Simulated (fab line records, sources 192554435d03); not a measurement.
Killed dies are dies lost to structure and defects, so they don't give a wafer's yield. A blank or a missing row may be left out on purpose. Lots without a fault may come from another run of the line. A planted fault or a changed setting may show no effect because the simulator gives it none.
A struck lot beside a sound one | flow n5_finfet | 22 steps out of a route of 1938
Sound: wafers L208.2, L208.4, L208.6. Struck: wafer L209.4. (L209.1, L209.6 of the same lot were not struck and are left out.) The cause comes at the end.
At each step with rows: each side's tool, then ch and its chambers, then its first start. Under that, the readings that differ: sound wafers | struck wafers | difference of the means | sigmas: that difference in standard deviations of wafers without a fault.
alike: readings whose means differ by less than 2 such deviations, and words and numbers that are the same on both sides. not compared: withheld readings, readings that some wafer has no value for, bounds like >300 that may hide the same value, and numbers for which the record gives no deviation and whose values overlap.
The two part at a step that has a row with sigmas, a row that says differs or no value, or rows on one side only. Numbers that don't overlap but have no deviation are shown without sigmas and don't part them. A reading that every wafer of one side lacks parts them only if that side has two wafers or more.

first, 9 steps without rows for these wafers: N5_BEOL_M7_EXPOSE_08 (exposes mask M7); N5_BEOL_M7_PEB_09 (peb time 60 s); N5_BEOL_M7_DEVELOP_10 (develop time 30 s); N5_BEOL_M7_DESCUM_16 (chemistry O2, time 7.9 s); N5_BEOL_M7_ETCH_61 (etches SiARC in CF4, target depth 45.5 nm, time 75.8 s); N5_BEOL_M7_ETCH_62 (etches SOC in N2/H2, target depth 110 nm, overetch 22 nm, time 165 s); N5_BEOL_M7_STRIP_68 (strips in N2/H2); N5_BEOL_M7_STRIP_67 (strips in CF4); N5_BEOL_M7_HM_OPEN_17 (chemistry Cl2/BCl3, target TiN, target depth 20 nm, overetch 6 nm).
N5_BEOL_M7_STRIP_19: strips in O2.
  sound on rie_diel-04 ch 1,2,3, day 11 13:22; struck on rie_diel-04 ch 0, day 13 00:31
  reading               | sound          | struck | difference | sigmas
  oes_product_au (a.u.) | 0.70 0.81 0.67 | 0.93   | +0.20      | +3
  alike: chamber_pressure_mTorr, drypump_motor_current_A, rf_vpp_V, showerhead_plenum_p_Torr, throttle_valve_pct
  not compared: rf_hours_counter_h
then, 9 steps without rows for these wafers: N5_BEOL_M7_COAT_63 (time 60 s, resist thk 60 nm); N5_BEOL_M7_COAT_64 (time 60 s, resist thk 12 nm); N5_BEOL_M7_COAT_71 (time 60 s, resist thk 5 nm); N5_BEOL_M7_COAT_22 (resist thk 30 nm); N5_BEOL_M7_EBR_24; N5_BEOL_M7_SOFTBAKE_23 (time 60 s); N5_BEOL_M7_EXPOSE_25 (exposes mask V6, target cd 40 nm); N5_BEOL_M7_PEB_26 (peb time 60 s); N5_BEOL_M7_DEVELOP_27 (develop time 30 s).
N5_BEOL_M7_INSPECT_30: inspects for defects (brightfield).
  sound on defect_inspect-02, day 11 13:50; struck on defect_inspect-01, day 13 01:00
  reading          | sound       | struck | difference | sigmas
  raw_defect_count | 480 362 461 | 1040   | +606       | +7
then, 1 step without rows for these wafers: N5_BEOL_M7_DESCUM_33 (chemistry O2, time 7 s).
-- the record jumps here: 3 days lie between the struck wafers' starts before and after (it left off in module BEOL_M7 and takes up again in module PASSIVATION, whose first step shown is number 1936 of the route) --
N5_PASSIVATION_PROBE_49:
  the record has rows for the struck wafers here (prober-01, day 16 04:19) and none for the sound ones

WHERE THEY PART
First at N5_BEOL_M7_STRIP_19; last, within this record, at N5_PASSIVATION_PROBE_49.

WHY: what the simulator had put in
Chamber particle source: rie_diel-04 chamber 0, from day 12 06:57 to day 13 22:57, at N5_BEOL_M7_STRIP_19. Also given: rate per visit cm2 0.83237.
